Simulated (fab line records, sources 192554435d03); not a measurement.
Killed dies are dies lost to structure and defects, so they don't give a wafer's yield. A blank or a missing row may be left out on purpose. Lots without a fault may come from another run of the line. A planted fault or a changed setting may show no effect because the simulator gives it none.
Chamber matching | flow n5_finfet | N5_DUMMY_GATE_ETCH_42 on rie_diel-04: 4 sister chambers
The step etches SiO2 in CHF3/O2, target depth 3.5 nm, time 31 s. 4 wafers are shown with their chamber, then 11 later ones without.

WAFERS WITH THEIR CHAMBER
wafer  | chamber | showerhead_plenum_p_Torr (Torr)
L082.1 | 2       | 2.29
L086.4 | 3       | 2.41
L086.5 | 0       | 2.42
L087.2 | 1       | 2.35

WAFERS WITHOUT THEIR CHAMBER
wafer  | showerhead_plenum_p_Torr (Torr)
L087.3 | 2.41
L087.6 | 2.41
L089.3 | 2.29
L089.4 | 2.41
L089.5 | 2.41
L093.1 | 2.41
L093.2 | 2.29
L093.6 | 2.41
L097.1 | 2.41
L097.2 | 2.28
L097.4 | 2.41

WHICH CHAMBER EACH WENT THROUGH
wafer  | from the rows above | in truth
L087.3 | 3                   | 3
L087.6 | 3                   | 3
L089.3 | 2                   | 2
L089.4 | 3                   | 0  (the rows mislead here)
L089.5 | 3                   | 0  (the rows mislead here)
L093.1 | 3                   | 3
L093.2 | 2                   | 2
L093.6 | 3                   | 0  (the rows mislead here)
L097.1 | 3                   | 3
L097.2 | 2                   | 2
L097.4 | 3                   | 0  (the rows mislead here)
Placed correctly: 7 of 11. Can't be placed from these rows: 0. Placed wrongly: 4.
How it was worked out, from the rows above alone: a wafer's distance from a chamber is the root of the sum, over the readings, of the square of ((its reading less the chamber's mean) divided by the reading's scatter). The wafer belongs to the nearest chamber; if the next one is less than 2 further off, it can't be placed. A chamber's mean is the mean of its shown wafers. The scatter: with one shown wafer a chamber, the root of the mean of the squares of how far each hidden wafer lies from its nearest shown one.
